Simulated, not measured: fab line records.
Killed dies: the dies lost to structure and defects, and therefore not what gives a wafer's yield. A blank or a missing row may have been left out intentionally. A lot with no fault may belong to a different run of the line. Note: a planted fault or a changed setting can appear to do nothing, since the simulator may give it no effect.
Comparing a struck lot with a sound one | flow nand harc | 15 steps out of a route of 1302
Sound: wafers L433.1, L433.2, L433.6. Wafers L437.3, L437.4, L437.5 were the ones struck. The cause is named last.
Each step with rows lists, per side, the tool, then ch with its chambers, then its first start. Under that, the readings that differ: sound wafers | struck wafers | difference of the means | sigmas: that difference in standard deviations of wafers without a fault.
alike: a reading whose means differ by less than 2 such deviations, as well as words and numbers matching on both sides. not compared: withheld readings; readings where some wafer has no value; bounds like >300 that might hide an equal value; numbers whose values overlap and for which the record gives no deviation.
Wherever a step has rows on one side only, a row that says differs or no value, or a row with sigmas, the two part there. When numbers do not overlap yet have no deviation, they are printed without sigmas and do not part them. Lack of a reading on every wafer of one side parts them only where that side has two or more wafers.

first, 3 steps without rows for these wafers: NHARC_A_CONTACT_EXPOSE_05 (exposes mask A CC); NHARC_A_CONTACT_PEB_06 (peb time 65 s); NHARC_A_CONTACT_DEVELOP_07 (develop time 35 s).
NHARC_A_CONTACT_CD_MEAS_08: target cd 200 nm.
  sound on cd sem-02 ch 0, day 24 21:11; struck on cd sem-01 ch 0, day 26 07:55
  alike: cd nm
NHARC_A_CONTACT_OVL_MEAS_09:
  struck on overlay-02, day 26 08:01; sound on overlay-02, day 24 21:16
  alike: overlay x nm, overlay y nm
NHARC_A_CONTACT_INSPECT_10:
  struck on defect inspect-01, day 26 08:02; sound on defect inspect-02, day 24 21:19
  alike: raw defect count
NHARC_A_CONTACT_DESCUM_13: chemistry O2, time 3 s.
  sound on rie diel-06 ch 0,1, day 24 21:22; struck on rie diel-06 ch 2,3, day 26 08:07
  alike: drypump motor current A, mfc ar sccm, oes product au, rf vpp V, showerhead plenum p Torr, throttle valve pct
  not compared: rf hours counter h
NHARC_A_CONTACT_ETCH_88: etches the open film in CF4, target depth 39 nm, time 65 s.
  sound on rie diel-06 ch 1,3, day 24 21:29; struck on rie diel-06 ch 1,3, day 26 08:11
  alike: bias w, cf4 flow sccm, drypump motor current A, mfc ar sccm, oes product au, rf vpp V, showerhead plenum p Torr, throttle valve pct
  not compared: rf hours counter h
NHARC_A_CONTACT_ETCH_89: etches the open film in N2/H2, target depth 260 nm, time 475.3 s.
  sound on rie diel-06 ch 0,1,3; struck on rie diel-06 ch 0,2,3
  alike: bias w, chamber pressure mTorr, drypump motor current A, mfc ar sccm, oes product au, rf vpp V, showerhead plenum p Torr, throttle valve pct
  not compared: rf hours counter h
NHARC_A_CONTACT_ETCH_30: etches the open film in CF4/CHF3, target depth 72.6 nm, time 36.3 s.
  sound on rie diel-06 ch 0,1,3; struck on rie diel-06 ch 0,1
  reading               | sound             | struck            | difference | sigmas
  oes product au (a.u.) | 0.901 0.909 0.919 | 0.940 0.968 0.948 | +0.042     | +2
  alike: bias w, cf4 flow sccm, drypump motor current A, mfc ar sccm, rf vpp V, showerhead plenum p Torr, throttle valve pct
  not compared: rf hours counter h
NHARC_A_CONTACT_ETCH_31: etches the open film in O2/COS, target depth 2800 nm, time 728 s.
  sound on rie diel-06 ch 1,3; struck on rie diel-06 ch 0,1
  alike: bias w, chamber pressure mTorr, drypump motor current A, mfc ar sccm, oes product au, rf vpp V, showerhead plenum p Torr, throttle valve pct
  not compared: rf hours counter h
then, 1 step without rows for these wafers: NHARC_A_CONTACT_ETCH_134 (etches the open film in C4F8/O2/Ar, time 140 s, target depth 700 nm).
NHARC_A_CONTACT_ETCH_135: etches the open film in C4F8/O2/Ar, time 311 s, target depth 1912 nm.
  sound on har cap etch-03 ch 0,1, day 24 23:14; struck on har cap etch-02 ch 0,1, day 26 09:31
  no value came back on the struck wafers for chamber pressure mTorr (mTorr), oes air line au (a.u.); on the sound wafers chamber pressure mTorr (mTorr) reads 20.043 19.973 20.020
  not compared: rf hours counter h
then, 1 step without rows for these wafers: NHARC_A_CONTACT_ETCH_136 (etches the open film in C4F8/O2/Ar, time 311 s, target depth 1912 nm).
-- jump in the record: it breaks off in module A_CONTACT and resumes in module END (first step shown: number 1302 of the route), and 2 days separate the struck wafers' starts before and after --
NHARC_END_SORT_01:
  only the struck wafers appear in the record here, on prober-02 ch 0 at day 28 13:32; the sound ones have no rows

WHERE THEY PART
Last at NHARC_END_SORT_01 as far as this record goes, first at NHARC_A_CONTACT_ETCH_30.

WHY: the cause the simulator had injected
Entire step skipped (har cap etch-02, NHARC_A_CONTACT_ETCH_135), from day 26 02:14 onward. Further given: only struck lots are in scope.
